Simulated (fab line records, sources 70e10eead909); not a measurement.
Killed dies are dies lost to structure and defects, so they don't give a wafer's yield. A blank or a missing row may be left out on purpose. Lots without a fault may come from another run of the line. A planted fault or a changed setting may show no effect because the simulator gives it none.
Chamber matching | flow nand_harc | NHARC_A_STAIRCASE_ETCH_19 on rie_diel-04: 4 sister chambers
The step etches the open film in C4F8/O2, target depth 100 nm, time 40.5 s. 4 wafers are shown with their chamber, then 7 later ones without.

WAFERS WITH THEIR CHAMBER
wafer  | chamber | rf_vpp_V (V)
L516.2 | 0       | 903
L520.5 | 3       | 886
L530.1 | 1       | 904
L530.2 | 2       | 892

WAFERS WITHOUT THEIR CHAMBER
wafer  | rf_vpp_V (V)
L530.3 | 906
L531.1 | 904
L531.3 | 894
L531.4 | 906
L532.2 | 905
L532.5 | 904
L532.6 | 906

WHICH CHAMBER EACH WENT THROUGH
wafer  | from the rows above     | in truth
L530.3 | can't be placed: 1 or 0 | 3
L531.1 | can't be placed: 1 or 0 | 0
L531.3 | 2                       | 2
L531.4 | can't be placed: 1 or 0 | 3
L532.2 | can't be placed: 1 or 0 | 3
L532.5 | can't be placed: 1 or 0 | 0
L532.6 | can't be placed: 1 or 0 | 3
Placed correctly: 1 of 7. Can't be placed from these rows: 6 (the true chamber is among the candidates in 2). Placed wrongly: 0.
How it was worked out, from the rows above alone: a wafer's distance from a chamber is the root of the sum, over the readings, of the square of ((its reading less the chamber's mean) divided by the reading's scatter). The wafer belongs to the nearest chamber; if the next one is less than 2 further off, it can't be placed. A chamber's mean is the mean of its shown wafers. The scatter: with one shown wafer a chamber, the root of the mean of the squares of how far each hidden wafer lies from its nearest shown one.
